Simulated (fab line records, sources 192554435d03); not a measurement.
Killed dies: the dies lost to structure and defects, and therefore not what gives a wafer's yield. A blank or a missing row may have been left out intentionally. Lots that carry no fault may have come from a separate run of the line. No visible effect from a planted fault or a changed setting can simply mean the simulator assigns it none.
Split-lot study	flow n5-finfet	39 wafers read from 7 lots, route of 1938 steps

## THE SPLIT
At N5_SD_EPI_P_EPI_21 (deposits SiGe:B, time 355 s), the setting epi-growth-time-s was moved away from the recipe's 355 s on 15 of the 39 wafers read, by -49.7% to +52.8%. The other wafers ran this setting at the recipe's value.

Reading taken at the split's own step.

## THE READING
SiGe-B_of_SD_EPI_P_EPI_21.thk-nm (the simulator's own value, which no gauge read), in nm, at N5_SD_EPI_P_EPI_21 (deposits SiGe:B, time 355 s). The file does not state a usual value for it. The 24 wafers here that ran the recipe average 61.1 nm, standard deviation 0.52 nm.

wafer	tool, chamber at the split	epi-growth-time-s as run, s	against the recipe	SiGe-B_of_SD_EPI_P_EPI_21.thk-nm, nm	against lot-mates on the recipe
L075.1	epi-rpcvd-04, 0	355	recipe	61.6	-
L075.3	epi-rpcvd-04, 0	355	recipe	61	-
L075.4	epi-rpcvd-04, 0	355	recipe	61	-
L077.1	epi-rpcvd-04, 0	413.9	+16.6%	68.2	+6.8
L077.2	epi-rpcvd-04, 0	355	recipe	61.2	-
L077.3	epi-rpcvd-04, 0	355	recipe	61.6	-
L077.4	epi-rpcvd-04, 0	355	recipe	61.4	-
L077.5	epi-rpcvd-04, 0	413.9	+16.6%	67.4	+6.0
L077.6	epi-rpcvd-04, 0	413.9	+16.6%	67.4	+6.0
L078.1	epi-rpcvd-01, 0	355	recipe	61	-
L078.4	epi-rpcvd-01, 0	355	recipe	61	-
L078.2	epi-rpcvd-01, 0	523	+47.3%	80	+18.9
L078.3	epi-rpcvd-01, 0	355	recipe	61.4	-
L078.5	epi-rpcvd-01, 0	523	+47.3%	79.4	+18.3
L078.6	epi-rpcvd-01, 0	523	+47.3%	79.6	+18.5
L079.1	epi-rpcvd-03, 0	355	recipe	60.8	-
L079.2	epi-rpcvd-03, 0	355	recipe	60.4	-
L079.3	epi-rpcvd-03, 0	355	recipe	60.4	-
L079.4	epi-rpcvd-03, 0	355	recipe	61.2	-
L079.5	epi-rpcvd-03, 0	355	recipe	60.6	-
L079.6	epi-rpcvd-03, 0	355	recipe	61	-
L081.1	epi-rpcvd-01, 0	178.5	-49.7%	33.2	-27.9
L081.6	epi-rpcvd-01, 0	178.5	-49.7%	33.2	-27.9
L081.2	epi-rpcvd-01, 0	355	recipe	61.2	-
L081.3	epi-rpcvd-01, 0	355	recipe	61.2	-
L081.4	epi-rpcvd-01, 0	355	recipe	61	-
L081.5	epi-rpcvd-01, 0	178.5	-49.7%	33.4	-27.7
L082.1	epi-rpcvd-01, 0	355	recipe	61.2	-
L082.2	epi-rpcvd-01, 0	355	recipe	60.6	-
L082.3	epi-rpcvd-01, 0	355	recipe	60.2	-
L082.4	epi-rpcvd-01, 0	542.6	+52.8%	81.4	+20.7
L082.6	epi-rpcvd-01, 0	542.6	+52.8%	81.4	+20.7
L082.5	epi-rpcvd-01, 0	542.6	+52.8%	81.2	+20.5
L084.1	epi-rpcvd-01, 0	355	recipe	62	-
L084.4	epi-rpcvd-01, 0	355	recipe	62	-
L084.2	epi-rpcvd-01, 0	355	recipe	62.4	-
L084.3	epi-rpcvd-01, 0	243	-31.5%	46	-16.1
L084.6	epi-rpcvd-01, 0	243	-31.5%	46	-16.1
L084.5	epi-rpcvd-01, 0	243	-31.5%	45	-17.1

FIT RESULTS
A straight line over all 39 wafers: SiGe-B_of_SD_EPI_P_EPI_21.thk-nm changes by +0.452 nm for each +1% of epi-growth-time-s; r = +0.99; the points scatter about the line by 1.8 nm.
The same after taking each lot's own level away (the mean of its wafers on the recipe; 39 wafers): +0.458 nm for each +1%; r = +0.99; scatter 1.7 nm.
According to that fit, moving epi-growth-time-s by its largest amount changes the reading by 24 nm.
The span of the lots' own levels, 60.67 to 62.13 nm, comes to 2.8 times the standard deviation stated above.
Hence the lot-to-lot level has little effect on the slope; both slopes agree.
Check: with one of the wafers moved furthest among these (+52.8%) left out of the fit, the line predicts +23.4 nm for it against its lot-mates. It came out at +20.7 nm against them.

## THE OTHER SPLITS THESE WAFERS WENT THROUGH
Before the reading, these wafers also passed through other splits. Each is held against what the fit with the lots' levels taken away leaves over:
other split on the same wafers	wafers away from the commonest value	r with SiGe-B_of_SD_EPI_P_EPI_21.thk-nm (lot level and that fit taken away)
N5_ZERO_LAYER_ETCH_18 target-depth-a	15	-0.36
N5_FIN_SAQP_SPACER1_ALD_24 ald-cycles	12	-0.10

## THE WHOLE CHAIN: every reading that the file lists as answering this split, in the file's order
step	what it does	reading	change (the file's fit)	r (the file's)
N5_SD_EPI_P_EPI_21	deposits SiGe:B, time 355 s	SiGe-B_of_SD_EPI_P_EPI_21.thk-nm (the simulator's own value, which no gauge read)	+0.453 nm for each +1% of the setting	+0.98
N5_SD_EPI_P_EPI_MEAS_23		thk-nm	withheld for each +1% of the setting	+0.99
N5_SD_ACTIVATION_RS_MEAS_03	measures by four-point-probe	RS_SD_P	not straight: 103.8 at the lowest setting, 56.1 at the recipe, 42.4 at the highest	not given

## FILE'S OWN FIT
SiGe-B_of_SD_EPI_P_EPI_21.thk-nm changes by +0.453 nm for each +1% of epi-growth-time-s, r = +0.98.
